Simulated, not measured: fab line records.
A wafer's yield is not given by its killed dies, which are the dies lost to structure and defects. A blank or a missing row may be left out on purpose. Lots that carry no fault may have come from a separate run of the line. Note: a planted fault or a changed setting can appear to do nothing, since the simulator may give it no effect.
fab line records ; flow n5-finfet
record lots=7; wafers=21
route steps=1938 shown BEOL_M8@1377 BEOL_M10@1488 BEOL_M11@1543 BEOL_M13@1673
start-h: start of the lot's first displayed wafer, in hours after the record's first day ; wait-h: hours since the lot's step before ; " unchanged from the row above ; L1.1+2: several wafers, shown together as one row ; - no value present, or no start provided ; * or withheld: withheld ; < > ~ a bound
route shown NAME@n: names a module that has steps shown in the file, with the first one's number in the route ; usual: average and standard deviation across the fault-free wafers ; same: alike in all rows ; chamber/n: place in a boat ; sites: the reading at each site ; _std_site: the values' standard deviation ; _edge_site: inner sites' mean taken away from outer sites' mean ; radius-mm: for every site, how far away it sits from the centre of the wafer ; mask NAME#n: copy n ; behind: the last tool/chamber to shape the wafer ; hold: the reason the lot was held/the length of the hold in hours/how it ended ; device: transistor that didn't switch, given as n, p or np ; end of line: tests of these same wafers at the route's end ; a step without rows: its recipe alone ; killed: dies lost to structure and defects at the first sort, not the wafer's yield ; map: a wafer's dies, x killed, . not, _ none there
set.NAME: the setting that was run; set.NAME@STEP: the one run at that earlier step ; model.NAME: the simulator's own value behind a step, which no gauge read
one table per step and one row per wafer, for lots whose settings were changed on purpose
## steps
# step N5_BEOL_M8_TRENCH_ETCH_37
# recipe chemistry=C4F6/O2; target-depth-a=934.78; target=SiCOH_lowk; time-s=31.2; ion-energy-ev=250; pressure-mtorr=30; source-w=345; bias-w=185; Ar_flow_sccm=300; C4F6_flow_sccm=10; O2_flow_sccm=10
lot.wafer;tool;chamber;start-h;wait-h;set.time-s;model.BEOL_M8.feature-depth-nm;model.etch.depth-nm;model.TiN_of_BEOL_M8_HM_DEP_02.thk-nm
L074.3;rie-diel-02;3;-;-;27.39;79.8;79.72;17.8
L074.4;rie-diel-02;1;-;-;31.2;93.4;93.35;17
L074.6;rie-diel-02;2;-;-;31.2;94.8;94.73;17.2
L077.1;rie-diel-02;1;-;-;31.2;91.8;91.84;17.4
L077.4;rie-diel-02;0;-;-;31.2;94.6;94.58;17.4
L077.5;rie-diel-02;2;-;-;31.2;93.6;93.51;17.4
L080.1;rie-diel-04;0;-;-;31.2;96;96.09;17.2
L080.4;rie-diel-04;2;-;-;27.24;81.4;81.37;17.6
L080.5;rie-diel-04;0;-;-;31.2;96.4;96.32;17.2
L081.1;rie-diel-04;1;-;-;29.39;89.8;89.86;17.2
L081.2;rie-diel-04;0;-;-;31.2;96.4;96.31;17.4
L081.3;rie-diel-04;2;-;-;29.39;89;88.96;17.4
L085.1;rie-diel-06;0;-;-;31.2;92;92.05;17.4
L085.4;rie-diel-06;2;-;-;37.09;108.8;108.8;16.6
L085.6;rie-diel-06;1;-;-;37.09;110.2;110.2;16.6
L093.2;rie-diel-02;1;-;-;31.2;94.6;94.64;17.4
L093.4;rie-diel-02;2;-;-;31.2;93.6;93.52;17.4
L093.5;rie-diel-02;1;-;-;31.2;93.8;93.84;17.4
L097.1;rie-diel-04;0;-;-;31.2;95.2;95.26;17.8
L097.2;rie-diel-04;3;-;-;31.2;94;94.03;17.8
L097.6;rie-diel-04;2;-;-;27.47;82;82.04;18
# step N5_BEOL_M8_ETCH_41
# recipe chemistry=CH3F/O2; target=SiCN; target-depth-a=319; taper-deg=2; time-s=57.8; ion-energy-ev=120; mask-material=TiN; pressure-mtorr=30; source-w=395; bias-w=75; Ar_flow_sccm=150; CH3F_flow_sccm=30; O2_flow_sccm=20
# step N5_BEOL_M8_STRIP_80
# recipe chemistry=N2/H2; time-s=10; power-w=450; temp-c=40; pressure-mtorr=20; rf-frequency-hz=6e+07; bias-power-w=7; n2-flow-sccm=200; h2-flow-sccm=200
# step N5_BEOL_M8_OCD_MEAS_38
# usual trench-depth-nm=93.6/1.5
lot.wafer;tool;chamber;start-h;wait-h;set.time-s@BEOL_M8_TRENCH_ETCH_37;trench-depth-nm
L074.3;ocd-02;-;203.90;-;27.39;79.1
L074.4;ocd-02;-;203.90;-;31.2;93.3
L074.6;ocd-02;-;203.90;-;31.2;94.7
L077.1;ocd-02;-;205.24;-;31.2;91.9
L077.4;ocd-02;-;205.24;-;31.2;94.2
L077.5;ocd-02;-;205.24;-;31.2;93.3
L080.1;ocd-01;-;233.17;-;31.2;96.1
L080.4;ocd-01;-;233.17;-;27.24;81.2
L080.5;ocd-01;-;233.17;-;31.2;96.7
L081.1;ocd-01;-;239.11;-;29.39;89.7
L081.2;ocd-01;-;239.11;-;31.2;96.7
L081.3;ocd-01;-;239.11;-;29.39;89.0
L085.1;ocd-01;-;265.45;-;31.2;91.7
L085.4;ocd-01;-;265.45;-;37.09;108.5
L085.6;ocd-01;-;265.45;-;37.09;110.2
L093.2;ocd-01;-;318.45;-;31.2;94.5
L093.4;ocd-01;-;318.45;-;31.2;93.1
L093.5;ocd-01;-;318.45;-;31.2;94.3
L097.1;ocd-02;-;338.45;-;31.2;95.5
L097.2;ocd-02;-;338.45;-;31.2;93.8
L097.6;ocd-02;-;338.45;-;27.47;81.4
# step N5_BEOL_M8_HM_STRIP_39
# recipe chemistry=peroxide-tin-strip; material=TiN; target-depth-a=250; temp-c=50; time-s=158
# step N5_BEOL_M8_SRD_40
# recipe time-s=30; temp-c=23; rinse-liquid=diw; dry=ipa-marangoni
# step N5_BEOL_M8_ECD_50
# recipe material=Cu; target-thk-a=3000
# step N5_BEOL_M8_ANNEAL_51
# recipe temp-c=225; time-s=90; ambient=N2
# step N5_BEOL_M8_CMP_52
# recipe stop-on=SiCOH_lowk; t-overpolish-s=6.9; down-force-psi=1; platen-rpm=50; clearing-platen-down-force-psi=1.5; clearing-platen-rpm=50; post-cmp-clean=cu-alkaline; target-thk-nm=80; clearing-platen-pad-velocity-m-s=0.99484; pad-velocity-m-s=0.99484
lot.wafer;tool;chamber;start-h;wait-h;set.time-s@BEOL_M8_TRENCH_ETCH_37;model.Cu_of_BEOL_M8_ECD_50.thk-nm
L074.3;cmp-04;0;206.14;0.3;27.39;66.6
L074.4;cmp-04;1;206.14;0.3;31.2;79
L074.6;cmp-04;3;206.14;0.3;31.2;82.4
L077.1;cmp-02;0;207.57;0.3;31.2;77.2
L077.4;cmp-02;1;207.57;0.3;31.2;80.6
L077.5;cmp-02;2;207.57;0.3;31.2;81.2
L080.1;cmp-04;3;234.93;0.3;31.2;81.8
L080.4;cmp-04;2;234.93;0.3;27.24;68.2
L080.5;cmp-04;3;234.93;0.3;31.2;82.4
L081.2;cmp-02;2;242.68;0.2;31.2;82.6
L081.1;cmp-02;0;242.68;0.2;29.39;75
L081.3;cmp-02;1;242.68;0.2;29.39;75.2
L085.4;cmp-03;0;268.86;0.2;37.09;97.2
L085.1;cmp-03;1;268.86;0.2;31.2;79.8
L085.6;cmp-03;2;268.86;0.2;37.09;96.4
L093.4;cmp-03;0;321.21;0.3;31.2;80.4
L093.2;cmp-03;2;321.21;0.3;31.2;80.8
L093.5;cmp-03;3;321.21;0.3;31.2;82
L097.2;cmp-03;2;341.89;0.2;31.2;80.8
L097.1;cmp-03;3;341.89;0.2;31.2;83.4
L097.6;cmp-03;2;341.89;0.2;27.47;69.6
# step N5_BEOL_M8_THK_MEAS_53
# recipe thk-meas-gauge=xrf; reads=Cu_of_BEOL_M8_ECD_50
# usual M8_THK=78.3/1.7
lot.wafer;tool;chamber;start-h;wait-h;set.time-s@BEOL_M8_TRENCH_ETCH_37;M8_THK[nm]
L074.3;film-metro-02;-;206.37;-;27.39;64.8
L074.4;film-metro-02;-;206.37;-;31.2;76.5
L074.6;film-metro-02;-;206.37;-;31.2;79.6
L077.1;film-metro-02;-;207.79;-;31.2;75.8
L077.4;film-metro-02;-;207.79;-;31.2;79.4
L077.5;film-metro-02;-;207.79;-;31.2;79.6
L080.1;film-metro-01;-;235.22;-;31.2;79.8
L080.4;film-metro-01;-;235.22;-;27.24;66.7
L080.5;film-metro-01;-;235.22;-;31.2;80.7
L081.1;film-metro-02;-;242.97;-;29.39;73.2
L081.2;film-metro-02;-;242.97;-;31.2;80.4
L081.3;film-metro-02;-;242.97;-;29.39;73.7
L085.1;film-metro-02;-;269.08;-;31.2;78.5
L085.4;film-metro-02;-;269.08;-;37.09;95.2
L085.6;film-metro-02;-;269.08;-;37.09;94.4
L093.2;film-metro-01;-;321.47;-;31.2;79.5
L093.4;film-metro-01;-;321.47;-;31.2;79.3
L093.5;film-metro-01;-;321.47;-;31.2;80.7
L097.1;film-metro-01;-;342.18;-;31.2;81.0
L097.2;film-metro-01;-;342.18;-;31.2;78.3
L097.6;film-metro-01;-;342.18;-;27.47;67.7
# step N5_BEOL_M8_PRE_CLEAN_55
# recipe gas=NH3; time-s=15; temp-c=withheld; rf-power-w=300
# step N5_BEOL_M8_DEP_56
# recipe material=SiCN; target-thk-a=100; temp-c=withheld; precursor=3MS/NH3; pressure-torr=3; rf-w=202; time-s=17.5
# step N5_BEOL_M8_RS_MEAS_57
# recipe thk-meas-gauge=four-point-probe; reads=Cu_of_BEOL_M8_ECD_50+Co_of_BEOL_M8_CVD_78+TaN_of_BEOL_M8_ALD_77
# usual M8_RS=0.285/0.0072
lot.wafer;tool;chamber;start-h;wait-h;set.time-s@BEOL_M8_TRENCH_ETCH_37;M8_RS[ohm/sq]
L074.3;film-metro-02;-;206.53;0.1;27.39;0.356
L074.4;film-metro-02;-;206.53;0.1;31.2;0.290
L074.6;film-metro-02;-;206.53;0.1;31.2;0.277
L077.1;film-metro-01;-;207.92;0.1;31.2;0.298
L077.4;film-metro-01;-;207.92;0.1;31.2;0.282
L077.5;film-metro-01;-;207.92;0.1;31.2;0.281
L080.1;film-metro-02;-;235.35;0.1;31.2;0.279
L080.4;film-metro-02;-;235.35;0.1;27.24;0.345
L080.5;film-metro-02;-;235.35;0.1;31.2;0.276
L081.1;film-metro-01;-;243.10;0.1;29.39;0.308
L081.2;film-metro-01;-;243.10;0.1;31.2;0.276
L081.3;film-metro-01;-;243.10;0.1;29.39;0.307
L085.1;film-metro-01;-;269.24;0.1;31.2;0.286
L085.4;film-metro-01;-;269.24;0.1;37.09;0.228
L085.6;film-metro-01;-;269.24;0.1;37.09;0.230
L093.2;film-metro-01;-;321.60;0.1;31.2;0.282
L093.4;film-metro-01;-;321.60;0.1;31.2;0.284
L093.5;film-metro-01;-;321.60;0.1;31.2;0.277
L097.1;film-metro-01;-;342.31;0.1;31.2;0.273
L097.2;film-metro-01;-;342.31;0.1;31.2;0.282
L097.6;film-metro-01;-;342.31;0.1;27.47;0.337
# step N5_BEOL_M10_ETCH_62
# recipe chemistry=N2/H2; target=SOC; target-depth-a=1100; overetch-a=220; mask-material=SiARC; temp-c=40; time-s=165; ion-energy-ev=200; pressure-mtorr=30; source-w=840; bias-w=150; n2-flow-sccm=200; h2-flow-sccm=200
lot.wafer;tool;chamber;start-h;wait-h;set.time-s;model.SiARC_of_BEOL_M10_COAT_60.thk-nm
L074.3+6;rie-diel-06;0;218.63;0.0;165;23.6
L074.4;rie-diel-06;3;218.63;0.0;144;24.2
L077.1;rie-diel-06;0;221.59;0.0;165;23.6
L077.4;rie-diel-06;2;221.59;0.0;148.3;24.2
L077.5;rie-diel-06;3;221.59;0.0;148.3;24
L080.1+5;rie-diel-04;2,0;247.34;0.0;185.4;22.4
L080.4;rie-diel-04;0;247.34;0.0;165;23.2
L081.1+2;rie-diel-04;0,3;254.73;0.0;178.4;23
L081.3;rie-diel-04;2;254.73;0.0;165;23.6
L085.1+4;rie-diel-02;0,3;278.76;0.0;129;25
L085.6;rie-diel-02;2;278.76;0.0;165;23.4
L093.2+4+5;rie-diel-06;2,1,3;333.34;0.0;165;23.4
L097.1+6;rie-diel-04;0,2;354.04;0.0;197.6;22
L097.2;rie-diel-04;1;354.04;0.0;165;23.4
# step N5_BEOL_M10_STRIP_68
# recipe chemistry=N2/H2; temp-c=40; n2-flow-sccm=200; h2-flow-sccm=200; rf-frequency-hz=6e+07
# step N5_BEOL_M10_STRIP_67
# recipe chemistry=CF4; resist=SiARC; power-w=300; bias-power-w=75; pressure-mtorr=50; cf4-flow-sccm=150; rf-frequency-hz=6e+07
# step N5_BEOL_M10_HM_OPEN_17
# recipe chemistry=Cl2/BCl3; target-depth-a=200; overetch-a=60; target=TiN; mask-material=SOC; ion-energy-ev=150; pressure-mtorr=10; icp-w=1000; bias-w=126; Cl2_flow_sccm=53.25; bcl3-flow-sccm=21.75; Ar_flow_sccm=25
lot.wafer;tool;chamber;start-h;wait-h;set.time-s@BEOL_M10_ETCH_62;model.etch.depth-nm
L074.3;rie-metal-02;0;218.85;0.1;165;19.97
L074.4;rie-metal-02;1;218.85;0.1;144;19.87
L074.6;rie-metal-02;0;218.85;0.1;165;20
L077.1;rie-metal-02;0;221.78;0.0;165;19.77
L077.4;rie-metal-02;1;221.78;0.0;148.3;19.75
L077.5;rie-metal-02;1;221.78;0.0;148.3;19.87
L080.1;rie-metal-03;0;247.53;0.0;185.4;17.96
L080.4;rie-metal-03;0;247.53;0.0;165;19.96
L080.5;rie-metal-03;0;247.53;0.0;185.4;18.04
L081.1;rie-metal-03;1;254.92;0.0;178.4;18.42
L081.2;rie-metal-03;0;254.92;0.0;178.4;18.4
L081.3;rie-metal-03;0;254.92;0.0;165;19.7
L085.1;rie-metal-02;1;278.95;0.0;129;20
L085.4;rie-metal-02;1;278.95;0.0;129;19.84
L085.6;rie-metal-02;0;278.95;0.0;165;19.92
L093.2;rie-metal-03;1;333.53;0.0;165;20.03
L093.4;rie-metal-03;0;333.53;0.0;165;20.35
L093.5;rie-metal-03;0;333.53;0.0;165;19.99
L097.1+6;rie-metal-02;1,0;354.22;0.0;197.6;16.57
L097.2;rie-metal-02;0;354.22;0.0;165;19.84
# step N5_BEOL_M10_COAT_64
# recipe resist=SiARC; temp-c=220; time-s=60; spin-rpm=1500; resist-thk-nm=30
lot.wafer;tool;chamber;start-h;wait-h;set.spin-rpm;model.SiARC_of_BEOL_M10_COAT_64.thk-nm
L074.3;litho-track-03;0;-;-;1433;30.6
L074.4;litho-track-03;0;-;-;1433;30.8
L074.6;litho-track-03;0;-;-;1500;30
L077.1;litho-track-01;0;-;-;1383;31.2
L077.4+5;litho-track-01;0;-;-;1500;29.8
L080.1+5;litho-track-03;0;-;-;1500;30
L080.4;litho-track-03;0;-;-;1500;30.2
L081.1+3;litho-track-01;0;-;-;1500;30
L081.2;litho-track-01;0;-;-;1334;31.8
L085.1+4;litho-track-03;0;-;-;1612;28.8
L085.6;litho-track-03;0;-;-;1500;30
L093.2+4+5;litho-track-01;0;-;-;1500;30
L097.1+2;litho-track-02;0;-;-;1628;29
L097.6;litho-track-02;0;-;-;1500;30.2
# step N5_BEOL_M10_COAT_22
# recipe resist=CAR-ArF; spin-rpm=1500; resist-thk-nm=90
# step N5_BEOL_M10_EBR_24
# recipe solvent=PGMEA; ebr-width-mm=1.5
# step N5_BEOL_M10_DESCUM_33
# recipe chemistry=O2; time-s=7.9; source-power-w=50; bias-power-w=20; pressure-mtorr=20; rf-frequency-hz=2.712e+07; temp-c=40; resist=CAR-ArF; o2-flow-sccm=225
# step N5_BEOL_M10_ETCH_65
# recipe chemistry=CF4; target=SiARC; target-depth-a=390; mask-material=CAR-ArF; time-s=65; ion-energy-ev=80; pressure-mtorr=40; source-w=545; bias-w=36; Ar_flow_sccm=100; cf4-flow-sccm=100; ends=cleared
lot.wafer;tool;chamber;start-h;wait-h;set.spin-rpm@BEOL_M10_COAT_64;model.CAR-ArF_of_BEOL_M10_COAT_22.thk-nm;model.etch.depth-nm
L074.3;rie-diel-02;1;219.59;0.0;1433;54.4;30.66
L074.4;rie-diel-02;2;219.59;0.0;1433;54.2;30.7
L074.6;rie-diel-02;2;219.59;0.0;1500;55;29.99
L077.1;rie-diel-02;3;224.10;0.0;1383;54.6;31.1
L077.4;rie-diel-02;2;224.10;0.0;1500;55.8;29.89
L077.5;rie-diel-02;3;224.10;0.0;1500;56;29.82
L080.1;rie-diel-06;3;251.14;0.0;1500;55.4;30.02
L080.4;rie-diel-06;1;251.14;0.0;1500;55.2;30.17
L080.5;rie-diel-06;3;251.14;0.0;1500;55.4;30.09
L081.1;rie-diel-02;1;257.68;0.0;1500;55.6;30
L081.2;rie-diel-02;0;257.68;0.0;1334;53.6;31.74
L081.3;rie-diel-02;2;257.68;0.0;1500;55.6;29.94
L085.1;rie-diel-06;3;280.49;0.0;1612;56.6;28.87
L085.4;rie-diel-06;0;280.49;0.0;1612;56.8;28.85
L085.6;rie-diel-06;0;280.49;0.0;1500;55.8;29.93
L093.2;rie-diel-04;2;334.60;0.0;1500;55.4;29.94
L093.4;rie-diel-04;3;334.60;0.0;1500;55.4;29.95
L093.5;rie-diel-04;1;334.60;0.0;1500;55;29.99
L097.1;rie-diel-06;3;354.94;0.0;1628;57.2;29
L097.2;rie-diel-06;1;354.94;0.0;1628;57;29.03
L097.6;rie-diel-06;1;354.94;0.0;1500;56;30.19
# step N5_BEOL_M11_COAT_05
# recipe resist=CAR-ArF; spin-rpm=1500; resist-thk-nm=90
lot.wafer;tool;chamber;start-h;wait-h;set.spin-rpm;model.CAR-ArF_of_BEOL_M11_COAT_05.thk-nm
L074.3+4+6;litho-track-05;0;-;-;1500;89.8
L077.1;litho-track-03;0;-;-;1589;87.4
L077.4;litho-track-03;0;-;-;1589;87.2
L077.5;litho-track-03;0;-;-;1500;89.6
L080.1+4;litho-track-03;0;-;-;1500;90.2
L080.5;litho-track-03;0;-;-;1652;86
L081.1;litho-track-03;0;-;-;1399;93.2
L081.2+3;litho-track-03;0;-;-;1500;90
L085.1+4+6;litho-track-03;0;-;-;1500;90.2
L093.2;litho-track-04;0;-;-;1500;90
L093.4+5;litho-track-04;0;-;-;1500;89.8
L097.1;litho-track-04;0;-;-;1500;89.8
L097.2;litho-track-04;0;-;-;1500;90.2
L097.6;litho-track-04;0;-;-;1500;90
# step N5_BEOL_M11_DESCUM_16
# recipe chemistry=O2; time-s=7.9; source-power-w=50; bias-power-w=20; pressure-mtorr=20; rf-frequency-hz=2.712e+07; temp-c=40; resist=CAR-ArF; o2-flow-sccm=225
lot.wafer;tool;chamber;start-h;wait-h;set.time-s;set.spin-rpm@BEOL_M11_COAT_05;model.CAR-ArF_of_BEOL_M11_COAT_05.thk-nm
L074.3;rie-diel-03;1;225.76;0.3;6.844;1500;84
L074.4;rie-diel-03;3;225.76;0.3;7.9;1500;83.2
L074.6;rie-diel-03;1;225.76;0.3;7.9;1500;83.4
L077.1;rie-diel-01;2;229.69;0.1;7.9;1589;80.8
L077.4;rie-diel-01;0;229.69;0.1;7.9;1589;80.6
L077.5;rie-diel-01;1;229.69;0.1;7.9;1500;83
L080.1;rie-diel-01;0;255.63;0.0;8.691;1500;83.2
L080.4;rie-diel-01;1;255.63;0.0;7.9;1500;83.6
L080.5;rie-diel-01;0;255.63;0.0;7.9;1652;79.4
L081.1;rie-diel-03;2;264.51;0.1;7.9;1399;86.6
L081.2;rie-diel-03;3;264.51;0.1;6.46;1500;84.4
L081.3;rie-diel-03;1;264.51;0.1;7.9;1500;83.6
L085.1+4;rie-diel-03;2,1;285.70;0.0;7.9;1500;83.8
L085.6;rie-diel-03;1;285.70;0.0;7.9;1500;83.6
L093.2+4+5;rie-diel-05;2,1,2;342.16;0.1;7.9;1500;83.4
L097.1;rie-diel-05;1;360.72;0.0;7.4;1500;83.6
L097.2;rie-diel-05;0;360.72;0.0;7.9;1500;83.6
L097.6;rie-diel-05;2;360.72;0.0;7.9;1500;83.4
# step N5_BEOL_M13_ETCH_59
# recipe chemistry=N2/H2; target=BARC; target-depth-a=890; overetch-a=267; time-s=67.9; ion-energy-ev=200; pressure-mtorr=30; source-w=840; bias-w=150; n2-flow-sccm=200; h2-flow-sccm=200
lot.wafer;tool;chamber;start-h;wait-h;set.time-s;model.coat_of_BEOL_M13_COAT_04.thk-nm
L074.3;rie-diel-05;0;239.31;0.0;79.34;307.6
L074.4;rie-diel-05;1;239.31;0.0;67.9;317.4
L074.6;rie-diel-05;0;239.31;0.0;79.34;306.6
L077.1;rie-diel-05;2;239.76;0.0;67.9;316.4
L077.4;rie-diel-05;1;239.76;0.0;67.9;314.2
L077.5;rie-diel-05;3;239.76;0.0;67.9;314
L080.1+4;rie-diel-05;0,1;271.44;0.0;67.9;314.6
L080.5;rie-diel-05;2;271.44;0.0;67.9;316.6
L081.1;rie-diel-03;3;277.15;0.0;76.88;310.8
L081.2;rie-diel-03;1;277.15;0.0;76.88;311.2
L081.3;rie-diel-03;2;277.15;0.0;67.9;318.6
L085.1;rie-diel-01;2;295.39;0.0;56.54;326.6
L085.4;rie-diel-01;1;295.39;0.0;67.9;314.6
L085.6;rie-diel-01;1;295.39;0.0;56.54;324.6
L093.2;rie-diel-01;0;358.94;0.0;67.9;315.6
L093.4;rie-diel-01;1;358.94;0.0;67.9;316.6
L093.5;rie-diel-01;1;358.94;0.0;67.9;317
L097.1;rie-diel-03;1;370.44;0.0;67.9;319.2
L097.2;rie-diel-03;0;370.44;0.0;67.9;317.6
L097.6;rie-diel-03;0;370.44;0.0;67.9;317.8
# step N5_BEOL_M13_COAT_66
# recipe resist=SiARC; temp-c=220; time-s=60; spin-rpm=1500; resist-thk-nm=110
lot.wafer;tool;chamber;start-h;wait-h;set.spin-rpm;model.SiARC_of_BEOL_M13_COAT_66.thk-nm
L074.3;litho-track-01;0;-;-;1500;110.2
L074.4;litho-track-01;0;-;-;1424;113.2
L074.6;litho-track-01;0;-;-;1424;113
L077.1;litho-track-01;0;-;-;1500;110.6
L077.4;litho-track-01;0;-;-;1500;110.4
L077.5;litho-track-01;0;-;-;1500;110.2
L080.1+4;litho-track-05;0;-;-;1500;110
L080.5;litho-track-05;0;-;-;1500;109.8
L081.1;litho-track-01;0;-;-;1659;104.4
L081.2;litho-track-01;0;-;-;1500;110
L081.3;litho-track-01;0;-;-;1500;110.2
L085.1+6;litho-track-05;0;-;-;1500;110.2
L085.4;litho-track-05;0;-;-;1500;110
L093.2;litho-track-05;0;-;-;1500;110.6
L093.4;litho-track-05;0;-;-;1500;110.8
L093.5;litho-track-05;0;-;-;1500;110.4
L097.1;litho-track-03;0;-;-;1500;109.6
L097.2;litho-track-03;0;-;-;1500;110
L097.6;litho-track-03;0;-;-;1395;113.6
# step N5_BEOL_M13_COAT_22
# recipe spin-rpm=2888; resist-thk-nm=300
# step N5_BEOL_M13_EBR_24
# recipe solvent=PGMEA; ebr-width-mm=1.5
# step N5_BEOL_M13_DESCUM_33
# recipe chemistry=O2; time-s=7.9; source-power-w=50; bias-power-w=20; pressure-mtorr=20; rf-frequency-hz=2.712e+07; temp-c=40; o2-flow-sccm=225
# step N5_BEOL_M13_ETCH_67
# recipe chemistry=CF4; target=SiARC; target-depth-a=1430; time-s=238.3; ion-energy-ev=80; pressure-mtorr=40; source-w=545; bias-w=36; Ar_flow_sccm=100; cf4-flow-sccm=100; ends=cleared
lot.wafer;tool;chamber;start-h;wait-h;set.spin-rpm@BEOL_M13_COAT_66;model.etch.depth-nm;model.coat_of_BEOL_M13_COAT_22.thk-nm
L074.3;rie-diel-01;2;240.42;0.0;1500;110.1;211
L074.4;rie-diel-01;3;240.42;0.0;1424;113.3;210
L074.6;rie-diel-01;3;240.42;0.0;1424;112.9;209.4
L077.1;rie-diel-05;1;240.72;0.0;1500;110.7;211.8
L077.4;rie-diel-05;3;240.72;0.0;1500;110.5;210.6
L077.5;rie-diel-05;0;240.72;0.0;1500;110.2;211.4
L080.1;rie-diel-05;2;272.41;0.0;1500;110;211.4
L080.4;rie-diel-05;1;272.41;0.0;1500;110;211.6
L080.5;rie-diel-05;1;272.41;0.0;1500;109.9;212
L081.1;rie-diel-05;0;278.09;0.0;1659;104.4;215.4
L081.2;rie-diel-05;3;278.09;0.0;1500;110;212.4
L081.3;rie-diel-05;1;278.09;0.0;1500;110.2;211
L085.1;rie-diel-03;3;296.37;0.0;1500;110.3;210.4
L085.4;rie-diel-03;0;296.37;0.0;1500;110;210.4
L085.6;rie-diel-03;2;296.37;0.0;1500;110.2;210.8
L093.2;rie-diel-01;2;359.88;0.0;1500;110.6;210.4
L093.4;rie-diel-01;0;359.88;0.0;1500;110.8;210.2
L093.5;rie-diel-01;1;359.88;0.0;1500;110.4;210.8
L097.1;rie-diel-03;2;371.95;0.0;1500;109.6;212.2
L097.2;rie-diel-03;0;371.95;0.0;1500;110;211.4
L097.6;rie-diel-03;1;371.95;0.0;1395;113.5;208.6
# step N5_BEOL_M13_ETCH_68
# recipe chemistry=N2/H2; target=SOC; mask-material=SiARC; source-w=3000; bias-w=350; temp-c=40; time-s=355; ion-energy-ev=200; pressure-mtorr=30; n2-flow-sccm=200; h2-flow-sccm=200
lot.wafer;tool;chamber;start-h;wait-h;set.spin-rpm@BEOL_M13_COAT_66;model.SiARC_of_BEOL_M13_COAT_66.thk-nm
L074.3;rie-diel-01;2;240.57;0.1;1500;77.8
L074.4;rie-diel-01;3;240.57;0.1;1424;79.8
L074.6;rie-diel-01;3;240.57;0.1;1424;79.2
L077.1;rie-diel-05;1;240.87;0.1;1500;77.2
L077.4;rie-diel-05;3;240.87;0.1;1500;77.6
L077.5;rie-diel-05;0;240.87;0.1;1500;77
L080.1;rie-diel-05;2;272.56;0.1;1500;77.6
L080.4;rie-diel-05;1;272.56;0.1;1500;76.4
L080.5;rie-diel-05;1;272.56;0.1;1500;76.2
L081.1;rie-diel-05;0;278.24;0.1;1659;71.4
L081.2;rie-diel-05;3;278.24;0.1;1500;77.6
L081.3;rie-diel-05;1;278.24;0.1;1500;76.8
L085.1;rie-diel-03;3;296.51;0.1;1500;78
L085.4;rie-diel-03;0;296.51;0.1;1500;75.8
L085.6;rie-diel-03;2;296.51;0.1;1500;77.6
L093.2;rie-diel-01;2;360.03;0.1;1500;78
L093.4;rie-diel-01;0;360.03;0.1;1500;77.4
L093.5;rie-diel-01;1;360.03;0.1;1500;77.2
L097.1;rie-diel-03;2;372.10;0.1;1500;77
L097.2;rie-diel-03;0;372.10;0.1;1500;76.4
L097.6;rie-diel-03;1;372.10;0.1;1395;80.2
## key
split step=N5_BEOL_M8_TRENCH_ETCH_37; setting=time-s; stated=31.2; by=wafer
response step=N5_BEOL_M8_TRENCH_ETCH_37; reading=model.BEOL_M8.feature-depth-nm; change=+1.05; per=1%; r=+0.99
response step=N5_BEOL_M8_TRENCH_ETCH_37; reading=model.etch.depth-nm; change=+1.05; per=1%; r=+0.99
response step=N5_BEOL_M8_TRENCH_ETCH_37; reading=model.TiN_of_BEOL_M8_HM_DEP_02.thk-nm; change=-0.0362; per=1%; r=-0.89
response step=N5_BEOL_M8_OCD_MEAS_38; reading=trench-depth-nm; change=+1.08; per=1%; r=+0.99
response step=N5_BEOL_M8_CMP_52; reading=model.Cu_of_BEOL_M8_ECD_50.thk-nm; change=+1.02; per=1%; r=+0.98
response step=N5_BEOL_M8_THK_MEAS_53; reading=M8_THK; change=+0.979; per=1%; r=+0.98
response step=N5_BEOL_M8_RS_MEAS_57; reading=M8_RS; change=-0.00441; per=1%; r=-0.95
split step=N5_BEOL_M10_ETCH_62; setting=time-s; stated=165; by=wafer
response step=N5_BEOL_M10_ETCH_62; reading=model.SiARC_of_BEOL_M10_COAT_60.thk-nm; change=-0.0667; per=1%; r=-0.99
response step=N5_BEOL_M10_HM_OPEN_17; reading=model.etch.depth-nm; shape=bent; at-lowest=19.92; at-stated=19.95; at-highest=16.57
split step=N5_BEOL_M10_COAT_64; setting=spin-rpm; stated=1500; by=wafer
response step=N5_BEOL_M10_COAT_64; reading=model.SiARC_of_BEOL_M10_COAT_64.thk-nm; change=-0.16; per=1%; r=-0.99
response step=N5_BEOL_M10_ETCH_65; reading=model.CAR-ArF_of_BEOL_M10_COAT_22.thk-nm; change=+0.155; per=1%; r=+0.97
response step=N5_BEOL_M10_ETCH_65; reading=model.etch.depth-nm; change=-0.152; per=1%; r=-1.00
split step=N5_BEOL_M11_COAT_05; setting=spin-rpm; stated=1500; by=wafer
response step=N5_BEOL_M11_COAT_05; reading=model.CAR-ArF_of_BEOL_M11_COAT_05.thk-nm; change=-0.424; per=1%; r=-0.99
response step=N5_BEOL_M11_DESCUM_16; reading=model.CAR-ArF_of_BEOL_M11_COAT_05.thk-nm; change=-0.391; per=1%; r=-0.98
split step=N5_BEOL_M11_DESCUM_16; setting=time-s; stated=7.9; by=wafer
response none clear
split step=N5_BEOL_M13_ETCH_59; setting=time-s; stated=67.9; by=wafer
response step=N5_BEOL_M13_ETCH_59; reading=model.coat_of_BEOL_M13_COAT_04.thk-nm; change=-0.62; per=1%; r=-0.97
split step=N5_BEOL_M13_COAT_66; setting=spin-rpm; stated=1500; by=wafer
response step=N5_BEOL_M13_COAT_66; reading=model.SiARC_of_BEOL_M13_COAT_66.thk-nm; change=-0.544; per=1%; r=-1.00
response step=N5_BEOL_M13_ETCH_67; reading=model.etch.depth-nm; change=-0.541; per=1%; r=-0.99
response step=N5_BEOL_M13_ETCH_67; reading=model.coat_of_BEOL_M13_COAT_22.thk-nm; change=+0.365; per=1%; r=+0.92
response step=N5_BEOL_M13_ETCH_68; reading=model.SiARC_of_BEOL_M13_COAT_66.thk-nm; change=-0.506; per=1%; r=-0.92
